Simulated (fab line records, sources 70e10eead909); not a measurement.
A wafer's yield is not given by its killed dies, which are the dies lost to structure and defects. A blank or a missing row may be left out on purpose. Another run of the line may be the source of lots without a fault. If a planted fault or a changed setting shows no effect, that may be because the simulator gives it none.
fab line records ; flow nand_harc
record: lots: 6; wafers: 18; last_day: 24
route steps=1159 shown P_GATE@177 P_CONTACT@217 END@1159
lots with no fault: from the same line, run without faults
start_h: hours from the record's first day to the start of the lot's first wafer shown ; wait_h: hours since the lot's step before ; " repeats the value in the row above ; L1.1+2: several wafers, shown together as one row ; - no value, or no start given ; * or withheld: withheld ; < > ~ a bound
route shown NAME@n: names a module that has steps shown in the file, with the first one's number in the route ; usual: mean/standard deviation of fault-free wafers ; same: alike in all rows ; chamber/n: place in a boat ; sites: each site's reading ; _std_site: standard deviation of those values ; _edge_site: inner sites' mean taken away from outer sites' mean ; radius_mm: for every site, how far away it sits from the centre of the wafer ; mask NAME#n: copy n ; behind: the last tool/chamber to shape the wafer ; hold: reason for holding the lot/hours on hold/outcome of the hold ; device: transistor that didn't switch, given as n, p or np ; end of line: tests run on the same wafers once the route is complete ; for a step that has no rows: nothing shown but its recipe ; killed: not the wafer's yield, but the dies lost to structure and defects at the first sort ; map: dies across one wafer; x = killed, . = not, _ = none there
set.NAME: the run value of the setting; set.NAME@STEP: its run value at that earlier step ; model.NAME: the simulator's own value behind a step, which no gauge read
a table for each step, a row for each wafer; lots at some steps of the route
services: a tool's chamber out of use, with start hour (start_h, from the record's first day; less than 0 if before it), hours out, and reason
== steps ==
step: NHARC_P_GATE_DEHYDRATE_51
recipe: temp_c: 150; time_s: 120
step: NHARC_P_GATE_HMDS_52
recipe: time_s: 30
step: NHARC_P_GATE_COAT_53
recipe: spin_rpm: 3000
step: NHARC_P_GATE_SOFTBAKE_54
recipe: temp_c: 122; time_s: 95
step: NHARC_P_GATE_EBR_55
step: NHARC_P_GATE_EXPOSE_56
recipe: na: 0.6; target_cd_nm: 720; dose_mj: 14.81; mask_id: P_PSD
step: NHARC_P_GATE_PEB_57
recipe: peb_temp_c: 118; peb_time_s: 85
step: NHARC_P_GATE_DEVELOP_58
recipe: time_s: 70
step: NHARC_P_GATE_CD_MEAS_59
recipe: target_cd_nm: 720; landing_energy_ev: 500
usual: cd_nm: 719.3/1.3
lot.wafer;tool;chamber;start_h;wait_h;cd_nm
L595.2;cd_sem-03;0;127.04;-;719.2
L595.4;cd_sem-03;0;127.04;-;719.1
L595.5;cd_sem-03;0;127.04;-;718.5
L594.1;cd_sem-03;0;130.84;-;718.8
L594.5;cd_sem-03;0;130.84;-;718.4
L594.6;cd_sem-03;0;130.84;-;718.5
L599.3;cd_sem-02;0;162.61;-;718.6
L599.4;cd_sem-02;0;162.61;-;717.4
L599.6;cd_sem-02;0;162.61;-;717.9
L600.1;cd_sem-03;0;166.38;-;718.2
L600.2;cd_sem-03;0;166.38;-;717.8
L600.4;cd_sem-03;0;166.38;-;719.0
L606.2;cd_sem-01;0;196.02;-;717.8
L606.4;cd_sem-01;0;196.02;-;718.3
L606.6;cd_sem-01;0;196.02;-;718.2
L613.2;cd_sem-02;0;242.33;-;719.4
L613.4;cd_sem-02;0;242.33;-;719.2
L613.6;cd_sem-02;0;242.33;-;719.4
step: NHARC_P_GATE_HARDBAKE_60
recipe: temp_c: 125; time_s: 80
step: NHARC_P_GATE_DESCUM_61
recipe: time_s: 3; o2_flow_sccm: 200; ar_flow_sccm: 0; bias_power_w: 0; chemistry: O2
usual: chamber_pressure_mTorr: 59.99/0.051; drypump_motor_current_A: 5.79/0.28; oes_product_au: 1.000/0.0084; rf_vpp_V: 57.8/0.96; showerhead_plenum_p_Torr: 1.93/0.096; throttle_valve_pct: 11.310/0.01
lot.wafer;tool;chamber;start_h;wait_h;chamber_pressure_mTorr;drypump_motor_current_A;oes_product_au;rf_hours_counter_h;rf_vpp_V;showerhead_plenum_p_Torr;throttle_valve_pct
L595.4;rie_diel-07;1;127.22;-;59.99;5.57;0.999;20;57.5;1.81;11.311
L595.2;rie_diel-07;2;127.22;-;59.98;6.05;1.009;20;56.7;1.83;11.328
L595.5;rie_diel-07;1;127.22;-;59.96;5.60;1.001;-;57.0;1.81;11.301
L594.1;rie_diel-07;1;131.27;-;60.01;5.54;0.991;22;57.4;1.81;11.302
L594.6;rie_diel-07;1;131.27;-;60.01;5.59;0.997;-;56.9;1.81;11.317
L594.5;rie_diel-07;2;131.27;-;59.95;6.02;1.010;-;56.1;1.83;11.313
L599.3;rie_diel-07;1;162.77;-;60.05;5.60;1.000;36;57.4;1.81;11.309
L599.4;rie_diel-07;2;162.77;-;60.01;6.03;1.011;35;58.0;1.83;11.326
L599.6;rie_diel-07;0;162.77;-;59.98;6.27;0.988;-;56.1;1.78;11.328
L600.4;rie_diel-07;3;166.54;-;59.96;5.71;0.996;39;58.1;1.97;11.281
L600.2;rie_diel-07;1;166.54;-;60.02;5.58;0.989;37;57.8;1.81;11.317
L600.1;rie_diel-07;2;166.54;-;60.01;6.06;0.990;35;58.6;1.83;11.305
L606.2;rie_diel-03;2;196.27;-;60.01;5.75;1.001;64;58.9;1.96;11.312
L606.6;rie_diel-03;3;196.27;-;59.98;6.04;1.010;-;59.0;1.98;11.323
L606.4;rie_diel-03;2;196.27;-;60.01;5.76;1.009;-;57.3;1.96;11.320
L613.2;rie_diel-10;1;242.50;-;60.03;5.61;0.997;15;58.5;1.91;11.308
L613.4;rie_diel-10;3;242.50;-;59.98;5.91;0.998;14;58.9;2.04;11.312
L613.6;rie_diel-10;0;242.50;-;60.01;5.33;0.995;-;57.0;2.03;11.307
step: NHARC_P_GATE_IMPLANT_62
recipe: energy_kev: 20; dose_cm2: 3e+15; tilt_deg: 7
step: NHARC_P_GATE_STRIP_112
recipe: power_w: 1500; temp_c: 110; time_s: 200; chemistry: N2/H2
usual: drypump_motor_current_A: 6.0/0.32; heater_power_w: 81/5.4
lot.wafer;tool;chamber;start_h;wait_h;drypump_motor_current_A;heater_power_w;rf_hours_counter_h
L595.2;plasma_asher-02;1;127.61;0.2;6.4;79;40
L595.4;plasma_asher-02;1;127.61;0.2;6.4;79;-
L595.5;plasma_asher-02;1;127.61;0.2;6.4;81;-
L594.1;plasma_asher-01;1;131.69;0.2;5.6;87;6
L594.5;plasma_asher-01;0;131.69;0.2;6.3;76;-
L594.6;plasma_asher-01;1;131.69;0.2;5.6;86;-
L599.3;plasma_asher-02;1;163.24;0.2;6.4;79;-
L599.4;plasma_asher-02;0;163.24;0.2;5.9;83;-
L599.6;plasma_asher-02;1;163.24;0.2;6.4;80;-
L600.2;plasma_asher-01;1;166.90;0.2;5.6;86;18
L600.1;plasma_asher-01;0;166.90;0.2;6.2;73;18
L600.4;plasma_asher-01;1;166.90;0.2;5.6;87;-
L606.2;plasma_asher-02;1;196.64;0.2;6.4;79;1
L606.4;plasma_asher-02;1;196.64;0.2;6.4;80;-
L606.6;plasma_asher-02;1;196.64;0.2;6.4;80;-
L613.2;plasma_asher-01;0;242.86;0.2;6.3;73;47
L613.4;plasma_asher-01;0;242.86;0.2;6.2;74;-
L613.6;plasma_asher-01;0;242.86;0.2;6.2;74;-
step: NHARC_P_GATE_STRIP_76
recipe: power_w: 1500; temp_c: 250; chemistry: O2
step: NHARC_P_GATE_STRIP_63
recipe: time_s: 900; temp_c: 130; chemistry: SPM
step: NHARC_P_GATE_DEHYDRATE_83
recipe: temp_c: 150; time_s: 120
step: NHARC_P_GATE_HMDS_84
recipe: time_s: 30
step: NHARC_P_GATE_COAT_85
recipe: spin_rpm: 3000
step: NHARC_P_GATE_SOFTBAKE_86
recipe: temp_c: 122; time_s: 95
step: NHARC_P_GATE_EBR_87
step: NHARC_P_GATE_EXPOSE_88
recipe: na: 0.6; target_cd_nm: 2000; dose_mj: 11.87; mask_id: P_HVN
step: NHARC_P_GATE_PEB_89
recipe: peb_temp_c: 118; peb_time_s: 85
step: NHARC_P_GATE_DEVELOP_90
recipe: time_s: 70
step: NHARC_P_GATE_CD_MEAS_91
recipe: target_cd_nm: 2000; landing_energy_ev: 500
usual: cd_nm: 1999.9/1.3
lot.wafer;tool;chamber;start_h;wait_h;cd_nm
L595.2;cd_sem-02;0;128.76;-;1996.9
L595.4;cd_sem-02;0;128.76;-;1999.6
L595.5;cd_sem-02;0;128.76;-;2001.0
L594.1;cd_sem-01;0;132.70;-;2000.2
L594.5;cd_sem-01;0;132.70;-;1999.8
L594.6;cd_sem-01;0;132.70;-;1998.9
L599.3;cd_sem-02;0;164.22;-;1998.4
L599.4;cd_sem-02;0;164.22;-;1998.1
L599.6;cd_sem-02;0;164.22;-;1999.8
L600.1;cd_sem-03;0;167.96;-;2001.6
L600.2;cd_sem-03;0;167.96;-;2000.9
L600.4;cd_sem-03;0;167.96;-;1999.7
L606.2;cd_sem-01;0;197.83;-;2001.2
L606.4;cd_sem-01;0;197.83;-;2000.4
L606.6;cd_sem-01;0;197.83;-;2001.8
L613.2;cd_sem-01;0;244.05;-;1999.0
L613.4;cd_sem-01;0;244.05;-;1999.0
L613.6;cd_sem-01;0;244.05;-;1996.5
step: NHARC_P_GATE_HARDBAKE_92
recipe: temp_c: 125; time_s: 80
step: NHARC_P_GATE_DESCUM_93
recipe: time_s: 3; o2_flow_sccm: 200; ar_flow_sccm: 0; bias_power_w: 0; chemistry: O2
step: NHARC_P_GATE_IMPLANT_94
recipe: energy_kev: 60; dose_cm2: 2e+15; tilt_deg: 7
step: NHARC_P_GATE_STRIP_113
recipe: power_w: 1500; temp_c: 110; time_s: 740; chemistry: N2/H2
step: NHARC_P_GATE_STRIP_95
recipe: power_w: 1500; temp_c: 250; chemistry: O2
usual: drypump_motor_current_A: 6.0/0.32; heater_power_w: 302/19
lot.wafer;tool;chamber;start_h;wait_h;drypump_motor_current_A;heater_power_w;rf_hours_counter_h
L595.2;plasma_asher-01;1;130.00;0.5;5.6;327;6
L595.4;plasma_asher-01;0;130.00;0.5;6.3;279;-
L595.5;plasma_asher-01;0;130.00;0.5;6.3;289;-
L594.1;plasma_asher-01;1;133.97;0.5;5.6;329;8
L594.6;plasma_asher-01;0;133.97;0.5;6.2;271;-
L594.5;plasma_asher-01;1;133.97;0.5;5.6;322;-
L599.4;plasma_asher-01;1;165.47;0.4;5.6;321;-
L599.3;plasma_asher-01;0;165.47;0.4;6.2;282;-
L599.6;plasma_asher-01;1;165.47;0.4;5.6;322;-
L600.2;plasma_asher-02;1;169.21;0.6;6.4;304;54
L600.1;plasma_asher-02;0;169.21;0.6;5.9;297;54
L600.4;plasma_asher-02;0;169.21;0.6;5.9;302;-
L606.2;plasma_asher-02;1;199.14;0.5;6.4;301;3
L606.4;plasma_asher-02;1;199.14;0.5;6.4;297;-
L606.6;plasma_asher-02;0;199.14;0.5;5.9;302;-
L613.2;plasma_asher-02;1;245.29;0.6;6.4;299;17
L613.4;plasma_asher-02;1;245.29;0.6;6.4;295;-
L613.6;plasma_asher-02;1;245.29;0.6;6.4;298;-
step: NHARC_P_GATE_STRIP_96
recipe: time_s: 900; temp_c: 130; chemistry: SPM
step: NHARC_P_GATE_RTA_64
recipe: temp_c: 1050; time_s: 1
usual: lamp_power_pct: 36.38/0.11; lamp_zone_4_pct: 36.38/0.11; wafer_temp_C_max: 1055.0/0.96
lot.wafer;tool;chamber;start_h;wait_h;lamp_power_pct;lamp_zone_4_pct;wafer_temp_C_max
L595.2;rtp_anneal-02;0;130.58;-;36.58;36.55;1054.7
L595.4;rtp_anneal-02;0;130.58;-;36.46;36.49;1055.0
L595.5;rtp_anneal-02;0;130.58;-;36.53;36.51;1056.6
L594.1;rtp_anneal-01;0;134.53;-;36.28;36.30;1056.8
L594.5;rtp_anneal-01;0;134.53;-;36.25;36.27;1055.4
L594.6;rtp_anneal-01;0;134.53;-;36.28;36.24;1054.7
L599.3;rtp_anneal-02;0;166.09;-;36.50;36.51;1055.2
L599.4;rtp_anneal-02;0;166.09;-;36.51;36.50;1056.9
L599.6;rtp_anneal-02;0;166.09;-;36.52;36.49;1055.5
L600.1;rtp_anneal-02;0;169.77;-;36.48;36.48;1053.8
L600.2;rtp_anneal-02;0;169.77;-;36.52;36.54;1055.0
L600.4;rtp_anneal-02;0;169.77;-;36.50;36.51;1053.6
L606.2;rtp_anneal-02;0;199.74;-;36.48;36.47;1055.2
L606.4;rtp_anneal-02;0;199.74;-;36.47;36.44;1054.5
L606.6;rtp_anneal-02;0;199.74;-;36.50;36.49;1056.7
L613.2;rtp_anneal-01;0;245.88;-;36.31;36.24;1054.7
L613.4;rtp_anneal-01;0;245.88;-;36.30;36.35;1054.5
L613.6;rtp_anneal-01;0;245.88;-;36.27;36.31;1055.7
step: NHARC_P_GATE_ETCH_77
recipe: target_depth_a: 60; chemistry: dHF; material: SiO2
step: NHARC_P_GATE_DEGAS_109
recipe: temp_c: 300; time_s: 60
step: NHARC_P_GATE_PRE_CLEAN_110
recipe: time_s: 30; bias_v: 200; gas: Ar
step: NHARC_P_GATE_SPUTTER_78
recipe: target_thk_a: 100; material: Ni
step: NHARC_P_GATE_SPUTTER_79
recipe: target_thk_a: 100; material: TiN
step: NHARC_P_GATE_RTA_80
recipe: temp_c: 300; time_s: 30
step: NHARC_P_GATE_STRIP_67
recipe: time_s: 600; temp_c: 130; chemistry: SPM
step: NHARC_P_GATE_RTA_82
recipe: temp_c: 450; time_s: 30
usual: lamp_power_pct: 4.259/0.012; lamp_zone_4_pct: 4.260/0.012; wafer_temp_C_max: 452.1/0.43
lot.wafer;tool;chamber;start_h;wait_h;lamp_power_pct;lamp_zone_4_pct;wafer_temp_C_max
L595.2;rtp_anneal-02;0;131.77;-;4.270;4.270;452.4
L595.4;rtp_anneal-02;0;131.77;-;4.276;4.268;451.6
L595.5;rtp_anneal-02;0;131.77;-;4.275;4.272;452.1
L594.1;rtp_anneal-01;0;135.61;-;4.244;4.257;452.2
L594.5;rtp_anneal-01;0;135.61;-;4.250;4.247;451.7
L594.6;rtp_anneal-01;0;135.61;-;4.251;4.249;452.0
L599.3;rtp_anneal-02;0;167.14;-;4.273;4.269;451.7
L599.4;rtp_anneal-02;0;167.14;-;4.276;4.274;452.2
L599.6;rtp_anneal-02;0;167.14;-;4.275;4.272;451.8
L600.1;rtp_anneal-01;0;170.84;-;4.256;4.247;452.5
L600.2;rtp_anneal-01;0;170.84;-;4.260;4.252;452.0
L600.4;rtp_anneal-01;0;170.84;-;4.249;4.254;452.0
L606.2;rtp_anneal-02;0;200.81;-;4.271;4.276;453.0
L606.4;rtp_anneal-02;0;200.81;-;4.270;4.274;451.3
L606.6;rtp_anneal-02;0;200.81;-;4.272;4.278;452.8
L613.2;rtp_anneal-01;0;246.95;-;4.251;4.248;451.8
L613.4;rtp_anneal-01;0;246.95;-;4.249;4.253;452.8
L613.6;rtp_anneal-01;0;246.95;-;4.248;4.250;451.9
step: NHARC_P_GATE_INSPECT_68
usual: raw_defect_count: 199/75
lot.wafer;tool;chamber;start_h;wait_h;raw_defect_count
L595.2;defect_inspect-02;-;131.96;0.2;402
L595.4;defect_inspect-02;-;131.96;0.2;260
L595.5;defect_inspect-02;-;131.96;0.2;251
L594.1;defect_inspect-01;-;135.83;0.2;169
L594.5;defect_inspect-01;-;135.83;0.2;111
L594.6;defect_inspect-01;-;135.83;0.2;254
L599.3;defect_inspect-01;-;167.29;0.1;1249
L599.4;defect_inspect-01;-;167.29;0.1;217
L599.6;defect_inspect-01;-;167.29;0.1;1019
L600.1;defect_inspect-02;-;171.04;0.2;127
L600.2;defect_inspect-02;-;171.04;0.2;142
L600.4;defect_inspect-02;-;171.04;0.2;247
L606.2;defect_inspect-01;-;200.98;0.1;1279
L606.4;defect_inspect-01;-;200.98;0.1;1072
L606.6;defect_inspect-01;-;200.98;0.1;1018
L613.2;defect_inspect-01;-;247.11;0.1;201
L613.4;defect_inspect-01;-;247.11;0.1;250
L613.6;defect_inspect-01;-;247.11;0.1;189
step: NHARC_P_CONTACT_DEP_30
recipe: target_thk_a: 300; temp_c: 400; target_thk_nm: 30; flow_sccm: 200; rf_w: 450; material: SiNx
usual: heater_power_w: 698/100
lot.wafer;tool;chamber;start_h;wait_h;heater_power_w
L595.2;pecvd-04;0;132.04;0.1;874
L595.5;pecvd-04;0;132.04;0.1;906
L595.4;pecvd-04;2;132.04;0.1;676
L594.1;pecvd-04;1;135.93;0.1;719
L594.5;pecvd-04;0;135.93;0.1;880
L594.6;pecvd-04;1;135.93;0.1;735
L599.3;pecvd-04;1;167.39;0.1;718
L599.6;pecvd-04;0;167.39;0.1;896
L599.4;pecvd-04;1;167.39;0.1;708
L600.1;pecvd-04;1;171.11;0.1;730
L600.2;pecvd-04;0;171.11;0.1;722
L600.4;pecvd-04;0;171.11;0.1;724
L606.2;pecvd-03;2;201.60;0.6;704
L606.4;pecvd-03;1;201.60;0.6;788
L606.6;pecvd-03;1;201.60;0.6;793
L613.2;pecvd-04;1;247.24;0.1;622
L613.4;pecvd-04;1;247.24;0.1;613
L613.6;pecvd-04;2;247.24;0.1;612
step: NHARC_END_SORT_01
recipe: temp_c: 25
usual: killed_at_array: 28/12; killed_at_other: 0.8/1.1; killed_at_periphery: 3.6/2.3; killed_dies: 32/12; killed_open: 3.4/1.9; killed_short: 2.0/1.3
same: gross_dies: 677
lot.wafer;tool;chamber;start_h;wait_h;killed_at_array;killed_at_other;killed_at_periphery;killed_dies;killed_open;killed_short
L595.2;prober-01;0;457.36;2.8;21;0;1;22;3;4
L595.4;prober-01;0;458.94;3.4;20;0;2;22;1;1
L595.5;prober-01;0;459.74;3.7;26;0;3;29;5;3
L599.3;prober-02;0;492.09;3.1;12;3;75;90;8;2
L599.6;prober-02;0;494.52;4.1;11;1;63;75;3;1
L600.1;prober-01;0;495.69;2.5;9;1;4;14;0;3
L600.2;prober-01;0;496.50;2.8;21;2;0;23;5;2
L600.4;prober-01;0;498.12;3.4;17;2;2;21;1;2
L606.2;prober-02;0;537.09;2.8;41;2;65;108;2;1
L606.4;prober-02;0;538.68;3.4;32;4;70;106;3;0
L606.6;prober-02;0;540.27;4.0;45;1;71;117;6;3
killed by level:class
L595.2 A_CHANNEL_HOLE_D1:chamber_film_flake=12 A_CONTACT:chamber_film_flake=2 P_M0:geometric_particle:short=1 A_CHANNEL_HOLE_D1:geometric_particle:short=1 A_CHANNEL_FILL_D1:geometric_particle:open=1 A_CONTACT:geometric_particle:short=1 A_CONTACT:geometric_particle:open=1 A_M0:geometric_particle:short=1
L595.4 A_CHANNEL_HOLE_D1:chamber_film_flake=12 A_STAIRCASE:chamber_film_flake=5 A_CONTACT:chamber_film_flake=3 P_CONTACT:geometric_particle:short=1 P_M0:geometric_particle:open=1
L595.5 A_CHANNEL_HOLE_D1:chamber_film_flake=14 A_CONTACT:chamber_film_flake=4 A_CONTACT:geometric_particle:open=3 A_ONON_D1:geometric_particle:short=2 P_GATE:geometric_particle:short=1 A_WL_FILL:geometric_particle:open=1 A_M0:geometric_particle:open=1 P_STI:chamber_film_flake=1
L599.3 P_GATE:unspecified=68 A_CHANNEL_HOLE_D1:chamber_film_flake=4 P_M0:chamber_film_flake=3 A_M0:geometric_particle:open=2 P_CONTACT:geometric_particle:open=1 P_M0:geometric_particle:open=1 A_ONON_D1:geometric_particle:open=1 A_CHANNEL_FILL_D1:geometric_particle:open=1
L599.6 P_GATE:unspecified=60 A_CHANNEL_HOLE_D1:chamber_film_flake=5 A_STAIRCASE:chamber_film_flake=4 P_M0:geometric_particle:open=1 P_M1:geometric_particle:open=1 A_WL_FILL:geometric_particle:short=1 A_CONTACT:geometric_particle:open=1 P_STI:chamber_film_flake=1
L600.1 A_CONTACT:chamber_film_flake=4 P_M0:chamber_film_flake=3 A_CHANNEL_HOLE_D1:chamber_film_flake=2 P_CONTACT:geometric_particle:short=1 A_WL_FILL:geometric_particle:short=1 A_M0:geometric_particle:short=1 A_WL_FILL:chamber_film_flake=1 THIN_TSV:chamber_film_flake=1
L600.2 A_CHANNEL_HOLE_D1:chamber_film_flake=7 A_STAIRCASE:chamber_film_flake=5 A_CHANNEL_FILL_D1:geometric_particle:open=2 THIN_TSV:chamber_film_flake=2 A_ONON_D1:geometric_particle:open=1 A_ONON_D1:geometric_particle:short=1 A_SGD_CUT:geometric_particle:short=1 A_WL_FILL:geometric_particle:open=1
L600.4 A_STAIRCASE:chamber_film_flake=6 A_CHANNEL_HOLE_D1:chamber_film_flake=4 A_CONTACT:chamber_film_flake=3 A_WL_FILL:chamber_film_flake=2 THIN_TSV:chamber_film_flake=2 P_M2:geometric_particle:short=1 A_STAIRCASE:geometric_particle:open=1 A_WL_FILL:geometric_particle:short=1
L606.2 P_GATE:unspecified=62 A_SLIT:chamber_film_flake=20 A_CHANNEL_HOLE_D1:chamber_film_flake=8 A_STAIRCASE:chamber_film_flake=7 P_ZERO_WELL:chamber_film_flake=2 A_CONTACT:chamber_film_flake=2 THIN_TSV:chamber_film_flake=2 A_ONON_D1:geometric_particle:open=1
L606.4 P_GATE:unspecified=68 A_SLIT:chamber_film_flake=14 A_CHANNEL_HOLE_D1:chamber_film_flake=6 A_STAIRCASE:chamber_film_flake=6 THIN_TSV:chamber_film_flake=4 P_ZERO_WELL:chamber_film_flake=2 A_CONTACT:chamber_film_flake=2 A_CHANNEL_FILL_D1:geometric_particle:open=1
L606.6 P_GATE:unspecified=67 A_SLIT:chamber_film_flake=16 A_CHANNEL_HOLE_D1:chamber_film_flake=7 A_STAIRCASE:chamber_film_flake=7 A_CONTACT:geometric_particle:open=5 P_ZERO_WELL:chamber_film_flake=3 A_CONTACT:chamber_film_flake=3 A_WL_FILL:chamber_film_flake=3
map L599.3 (x killed, . not)
____________.____________
_________......._________
_______..........._______
______............x______
_____.............xx_____
____.............xxxx____
____...........x.xxxx____
___x............x.xxxx___
___.............xxxxxx___
__.............xxxxxxxx__
__..............xxxxxxx__
_................xxxxxxx_
_.............x..xxxxxxx_
_......x........x.xxxxxx_
_.........x......xxxx.xx_
_....................x.._
.......x....x..x..x.x....
.....................x...
..x..x...................
x..................x.....
.............x....xx.....
_......................._
_......................._
_.......x....x....x....._
_......................._
_......................._
__.....................__
__.....................__
___...................___
___...................___
____...............x.____
____.................____
_____..............._____
______.............______
_______..x........_______
_________x....x._________
____________.____________
map L606.6 (x killed, . not)
____________.____________
_________..x...._________
_______..........._______
______.............______
_____.......x....xxx_____
____.............xxxx____
____.........x..xxxxx____
___............xxxxxxx___
___....x.........xxxxx___
__..............xxxxxxx__
__...............xxxxxx__
_...............x.xxxxxx_
_............x..xxxxxxxx_
_................xxxxxxx_
_............x....xxxx.x_
_.................x.x..._
...................x.x...
...........x.x...........
x........................
..x.........xx.x.........
.x..........xx..xx.......
_x......x.xxx.xxx.x....._
_...........x.x.xx......_
_.x...xx.....x..x......._
_............xx........._
_............x.x........_
__.....................__
__......x..............__
___.x.x...............___
___...................___
____.x...............____
____x................____
_____.x............._____
______x............______
_______.x........._______
_________.x....._________
____________.____________
== services ==
tool;chamber;start_h;hours;kind
plasma_asher-01;0;108.58;-;clean
plasma_asher-01;1;108.58;-;clean
pecvd-03;-;111.13;13.0;pm
rie_diel-10;-;126.92;0.3;repair
pecvd-03;-;131.03;1.6;repair
rie_diel-03;1;143.12;29.9;repair
rie_diel-03;0;148.97;56.9;repair
pecvd-04;0;173.74;7.8;repair
rie_diel-10;-;176.58;9.0;pm
rie_diel-07;2;177.36;4.5;repair
plasma_asher-02;-;183.22;9.0;pm
plasma_asher-02;0;183.22;9.0;vent_cycle
plasma_asher-02;1;183.22;9.0;vent_cycle
rie_diel-10;0;188.05;8.4;repair
plasma_asher-02;0;192.22;-;clean
plasma_asher-02;1;192.22;-;clean
pecvd-04;-;195.22;13.0;pm
pecvd-04;0;195.22;13.0;vent_cycle
pecvd-03;0;198.01;6.2;repair
rie_diel-03;-;215.30;9.0;pm
rie_diel-03;0;224.77;8.1;repair
rie_diel-07;-;228.37;9.0;pm
rie_diel-07;0;241.42;3.2;repair
rie_diel-03;1;245.13;1.9;repair
== key ==
first_sign: step: NHARC_P_GATE_INSPECT_68; reading: raw_defect_count; direction: up; sigmas: 12; usual: 199; struck: 1127
effect: step: NHARC_END_SORT_01; reading: killed_at_periphery; direction: up; sigmas: 28; usual: 3.6; struck: 68.8
more_kills_born_at: NHARC_P_GATE_STRIP_112@plasma_asher-02: 325
met_at NHARC_P_GATE_STRIP_112
struck_wafers L599.3,L599.6,L606.2,L606.4,L606.6
tester_left_out L599,L606
onset_between 127.61 163.24
fault: kind: chamber_particle_source; tool: plasma_asher-02; chamber: 1; onset_h: 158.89; steps: NHARC_P_GATE_STRIP_112; rate_per_visit_cm2: 1.3135; end_h: 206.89
tester_left_out: of these lots the tester's yield and bins aren't shown, on N5 and GAA mostly nor the transistor test; their killed dies are dies lost to structure and defects alone, not to doping, threshold or leakage, so they don't give the yield
